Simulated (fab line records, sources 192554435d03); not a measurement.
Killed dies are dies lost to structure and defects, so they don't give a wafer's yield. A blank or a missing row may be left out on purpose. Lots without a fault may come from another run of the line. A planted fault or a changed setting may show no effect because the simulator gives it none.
Which tool did it? | flow n5_finfet | 10 lots, 30 wafers sampled, at 5 steps of a route of 1938

WHAT THE GAUGES READ, wafer by wafer
N5_HKMG_FIN_THK_MEAS_70: measures by xrf. Usual: HK_THK 1.577 nm, standard deviation 0.02.
lot  | measured    | on            | HK_THK (nm)       | flag
L502 | day 4 19:14 | film_metro-02 | 1.550 1.536 1.603 |
L503 | day 5 01:53 | film_metro-01 | 1.576 1.568 1.567 |
L505 | day 5 10:03 | film_metro-02 | 1.587 1.589 1.546 |
L506 | day 5 15:16 | film_metro-02 | 1.578 1.566 1.611 |
L513 | day 7 11:11 | film_metro-01 | 1.566 1.580 1.562 |
L514 | day 7 15:21 | film_metro-02 | 1.581 1.562 1.593 |
L519 | day 8 20:10 | film_metro-01 | 1.582 1.575 1.541 |
L520 | day 9 04:48 | film_metro-02 | 1.571 1.612 1.595 |
L522 | day 9 13:35 | film_metro-02 | 1.643 1.582 1.601 |
L523 | day 9 18:40 | film_metro-02 | 1.562 1.608 1.596 |

N5_BEOL_M4_RC_MEAS_101. Usual: DIBL_N 36.3 mV/V, standard deviation 1.6; DIBL_P 36.4 mV/V, standard deviation 2.1; IOFF_N 0.16 nA/um, standard deviation 0.032; IOFF_N_85C 3.1 nA/um, standard deviation 0.53; IOFF_N_LIN 0.074 nA/um, standard deviation 0.012; IOFF_N_LONG 5.54e-05 nA/um, standard deviation 2.5e-06; IOFF_P 0.22 nA/um, standard deviation 0.044; ION_N 675 uA/um, standard deviation 12; ION_P 463 uA/um, standard deviation 8.3; SS_N 71.6 mV/dec, standard deviation 0.64; SS_P 73.3 mV/dec, standard deviation 0.67; VT_N 250 mV, standard deviation 3.3; VT_N_LONG 274.8 mV, standard deviation 1.9; VT_N_LVT 99 mV, standard deviation 3.1; VT_P -250 mV, standard deviation 3.7.
lot  | measured     | on        | DIBL_N (mV/V)  | DIBL_P (mV/V)  | IOFF_N (nA/um) | IOFF_N_85C (nA/um) | IOFF_N_LIN (nA/um) | IOFF_N_LONG (nA/um)        | IOFF_P (nA/um) | ION_N (uA/um) | ION_P (uA/um) | SS_N (mV/dec)  | SS_P (mV/dec)  | VT_N (mV)   | VT_N_LONG (mV)    | VT_N_LVT (mV) | VT_P (mV)      | flag
L502 | day 9 17:16  | prober-01 | 37.6 35.8 35.0 | 38.7 35.3 35.0 | 0.17 0.13 0.12 | 3.4 2.8 2.5        | 0.080 0.063 0.059  | 5.45e-05 5.69e-05 5.57e-05 | 0.21 0.16 0.16 | 675 672 666   | 462 452 455   | 72.0 71.6 70.9 | 73.9 72.1 72.7 | 248 252 252 | 271.3 272.4 273.9 | 97 100 101    | -250 -256 -255 |
L503 | day 10 10:26 | prober-02 | 38.8 35.0 36.4 | 38.2 33.1 35.1 | 0.18 0.12 0.15 | 3.6 2.4 3.0        | 0.082 0.057 0.070  | 5.07e-05 5.16e-05 5.21e-05 | 0.23 0.16 0.20 | 684 666 686   | 466 455 464   | 71.7 70.6 71.9 | 73.9 73.1 73.5 | 252 256 251 | 277.6 276.7 277.7 | 98 104 98     | -247 -255 -251 |
L505 | day 10 16:30 | prober-02 | 36.3 35.1 37.4 | 35.5 33.6 36.4 | 0.15 0.13 0.18 | 3.0 2.6 3.4        | 0.071 0.064 0.084  | 5.79e-05 5.77e-05 5.81e-05 | 0.19 0.17 0.21 | 674 667 694   | 463 462 471   | 70.6 70.5 71.2 | 73.7 73.0 72.5 | 251 250 246 | 272.7 274.0 274.5 | 97 99 94      | -251 -252 -254 |
L506 | day 10 15:55 | prober-01 | 35.5 35.7 34.7 | 36.4 36.0 34.5 | 0.16 0.15 0.13 | 3.2 3.0 2.7        | 0.077 0.071 0.064  | 5.4e-05 5.44e-05 5.49e-05  | 0.22 0.21 0.18 | 679 668 663   | 465 457 451   | 71.4 71.8 71.7 | 73.5 72.9 73.5 | 248 251 253 | 275.9 275.1 277.5 | 99 101 102    | -251 -248 -250 |
L513 | day 13 03:26 | prober-01 | 33.4 35.7 36.9 | 34.7 36.9 39.4 | 0.05 0.16 0.19 | 1.2 3.0 3.5        | 0.024 0.073 0.083  | 3.12e-05 5.48e-05 5.47e-05 | 0.24 0.22 0.26 | 600 672 668   | 466 461 463   | 71.0 71.3 72.0 | 72.7 73.6 74.2 | 278 250 247 | 299.8 273.7 275.0 | 126 98 96     | -241 -250 -248 | OFF
L514 | day 13 12:34 | prober-02 | 35.9 38.0 36.0 | 34.6 38.2 35.5 | 0.14 0.19 0.15 | 2.8 3.5 2.9        | 0.066 0.084 0.070  | 5.38e-05 5.39e-05 5.37e-05 | 0.19 0.24 0.20 | 661 675 661   | 454 463 457   | 72.3 71.3 71.9 | 73.2 73.5 73.4 | 251 246 251 | 277.8 276.0 275.4 | 103 96 100    | -250 -249 -250 |
L519 | day 14 05:22 | prober-02 | 34.3 34.8 33.7 | 32.5 33.8 31.3 | 0.10 0.12 0.09 | 2.1 2.4 1.9        | 0.048 0.058 0.046  | 5.09e-05 5.21e-05 5.14e-05 | 0.13 0.14 0.12 | 642 676 651   | 435 460 442   | 70.7 71.0 70.2 | 72.8 73.8 71.9 | 257 253 258 | 276.5 277.8 277.3 | 103 98 103    | -258 -256 -259 |
L520 | day 14 09:46 | prober-01 | 34.4 35.5 38.4 | 34.3 36.6 40.4 | 0.15 0.17 0.24 | 3.0 3.3 4.4        | 0.071 0.080 0.103  | 5.99e-05 6e-05 5.83e-05    | 0.21 0.25 0.32 | 678 699 690   | 465 479 468   | 71.0 72.3 72.9 | 72.0 73.0 74.0 | 246 247 243 | 273.5 274.9 272.5 | 97 97 92      | -247 -246 -243 |
L522 | day 15 18:29 | prober-02 | 35.4 34.7 40.7 | 36.1 35.6 41.8 | 0.13 0.13 0.24 | 2.6 2.6 4.4        | 0.061 0.062 0.104  | 5.31e-05 5.3e-05 5.42e-05  | 0.16 0.16 0.26 | 665 662 697   | 456 456 463   | 71.8 71.1 73.0 | 72.6 73.2 74.2 | 254 252 245 | 275.6 274.4 274.7 | 103 100 92    | -253 -256 -247 |
L523 | day 16 21:25 | prober-01 | 35.7 37.1 35.8 | 34.9 36.6 35.0 | 0.15 0.17 0.15 | 3.0 3.2 3.0        | 0.072 0.077 0.074  | 5.66e-05 5.6e-05 5.7e-05   | 0.21 0.23 0.21 | 665 670 680   | 459 462 463   | 71.9 72.6 72.4 | 72.9 73.0 72.9 | 250 248 253 | 276.8 275.8 273.3 | 100 99 100    | -250 -248 -251 |

WHICH TOOL RAN EACH LOT (tool, then ch and the chambers of the sampled wafers, then the start)
lot  | N5_HKMG_FIN_STRIP_19                | N5_HKMG_FIN_ALD_91                 | N5_HKMG_FIN_STRIP_69
L502 | plasma_asher-01 ch 0,1, day 4 20:55 | ald_metal-04 ch 0,1,2, day 4 21:10 | plasma_asher-02 ch 0,1, day 4 23:04
L503 | plasma_asher-01 ch 0,1, day 5 03:34 | ald_metal-04 ch 0,1,2, day 5 03:50 | plasma_asher-02 ch 0,1, day 5 06:13
L505 | plasma_asher-01 ch 0,1, day 5 11:43 | ald_metal-02 ch 1,3, day 5 11:59   | plasma_asher-01 ch 0,1, day 5 13:58
L506 | plasma_asher-01 ch 0,1, day 5 17:16 | ald_metal-02 ch 0,1,3, day 5 17:39 | plasma_asher-02 ch 0,1, day 5 19:25
L513 | plasma_asher-02 ch 0,1, day 7 12:52 | ald_metal-02 ch 1,2,3, day 7 13:08 | plasma_asher-02 ch 0,1, day 7 15:22
L514 | plasma_asher-02 ch 0,1, day 7 17:08 | ald_metal-01 ch 0,2,3, day 7 17:24 | plasma_asher-01 ch 0,1, day 7 19:29
L519 | plasma_asher-01 ch 0,1, day 8 21:50 | ald_metal-04 ch 0,2,3, day 8 22:06 | plasma_asher-01 ch 0,1, day 9 00:05
L520 | plasma_asher-02 ch 0, day 9 06:20   | ald_metal-04 ch 2,3, day 9 06:43   | plasma_asher-02 ch 0,1, day 9 08:29
L522 | plasma_asher-01 ch 0,1, day 9 15:01 | ald_metal-04 ch 1,2,3, day 9 15:24 | plasma_asher-01 ch 0,1, day 9 17:14
L523 | plasma_asher-02 ch 0,1, day 9 20:13 | ald_metal-04 ch 1,2,3, day 9 20:29 | plasma_asher-02 ch 0,1, day 9 22:33
- N5_HKMG_FIN_STRIP_19: strips in N2/H2, time 360 s.
- N5_HKMG_FIN_ALD_91: deposits TiN, target thk 1 nm, pulse time 1 s, purge time 3 s.
- N5_HKMG_FIN_STRIP_69: strips in N2/H2, time 360 s.

WHAT THE TOOLS THEMSELVES READ (means of the sampled wafers that have a number; where no wafer has one, the mark that the record gives instead)
N5_HKMG_FIN_STRIP_19. Usual: drypump_motor_current_A 5.85 A, standard deviation 0.064; heater_power_w 443 W, standard deviation 43.
lot  | tool            | drypump_motor_current_A (A) | heater_power_w (W) | flag
L502 | plasma_asher-01 | 5.88                        | 456                |
L503 | plasma_asher-01 | 5.94                        | 453                |
L505 | plasma_asher-01 | 5.85                        | 476                |
L506 | plasma_asher-01 | 5.85                        | 478                |
L513 | plasma_asher-02 | 5.79                        | 400                |
L514 | plasma_asher-02 | 5.76                        | 430                |
L519 | plasma_asher-01 | 5.90                        | 456                |
L520 | plasma_asher-02 | 5.77                        | 456                |
L522 | plasma_asher-01 | 5.91                        | 452                |
L523 | plasma_asher-02 | 5.79                        | 427                |

N5_HKMG_FIN_ALD_91. Usual: heater_power_w 879 W, standard deviation 88; precursor_pulse_height_rel 1.001, standard deviation 0.019.
lot  | tool         | heater_power_w (W) | precursor_pulse_height_rel | flag
L502 | ald_metal-04 | 875                | 0.982                      |
L503 | ald_metal-04 | 880                | 1.009                      |
L505 | ald_metal-02 | 865                | 1.008                      |
L506 | ald_metal-02 | 925                | 1.013                      |
L513 | ald_metal-02 | 852                | 0.992                      |
L514 | ald_metal-01 | 869                | 1.005                      |
L519 | ald_metal-04 | 903                | 0.972                      |
L520 | ald_metal-04 | 829                | 0.992                      |
L522 | ald_metal-04 | 833                | 0.995                      |
L523 | ald_metal-04 | 844                | 1.005                      |

N5_HKMG_FIN_STRIP_69. Usual: drypump_motor_current_A 5.83 A, standard deviation 0.059; heater_power_w 436 W, standard deviation 44.
lot  | tool            | drypump_motor_current_A (A) | heater_power_w (W) | flag
L502 | plasma_asher-02 | 5.78                        | 402                |
L503 | plasma_asher-02 | 5.80                        | 401                |
L505 | plasma_asher-01 | 5.87                        | 449                |
L506 | plasma_asher-02 | 5.79                        | 406                |
L513 | plasma_asher-02 | 5.78                        | 429                |
L514 | plasma_asher-01 | 5.89                        | 467                |
L519 | plasma_asher-01 | 5.87                        | 479                |
L520 | plasma_asher-02 | 5.79                        | 427                |
L522 | plasma_asher-01 | 5.86                        | 476                |
L523 | plasma_asher-02 | 5.78                        | 403                |

THE ANSWER, worked out from the rows above alone
Rule: a lot is off if the mean of its wafers that have a number lies more than 3 standard deviations from the usual mean. A lot without any number at a reading at which 4 lots or more have one is off too. The other lots that the step has rows for count as sound. The gauges are gone through in route order, then the tools' own readings, and for those a lot's mean is taken as printed above. The first step at which some lot is off is used, and at that step the reading that is off furthest; a lot without a number counts as furthest.
Off: L513, at N5_BEOL_M4_RC_MEAS_101 (VT_N_LONG).
A tool fits if, at a process step before that reading, it ran every lot that is off, and no sound lot after the first of them. The gauges at N5_BEOL_M4_RC_MEAS_101 are tried like those tools. One fits: ald_metal-02 at N5_HKMG_FIN_ALD_91. Its last sound lot is L506 (day 5 17:39), its first lot that is off L513 (day 7 13:08): a fault that began between those two fits.

WHAT THE SIMULATOR HAD PUT IN
Process parameter drift: ald_metal-02, from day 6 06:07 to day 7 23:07, at N5_HKMG_FIN_ALD_91. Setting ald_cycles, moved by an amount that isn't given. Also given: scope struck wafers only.
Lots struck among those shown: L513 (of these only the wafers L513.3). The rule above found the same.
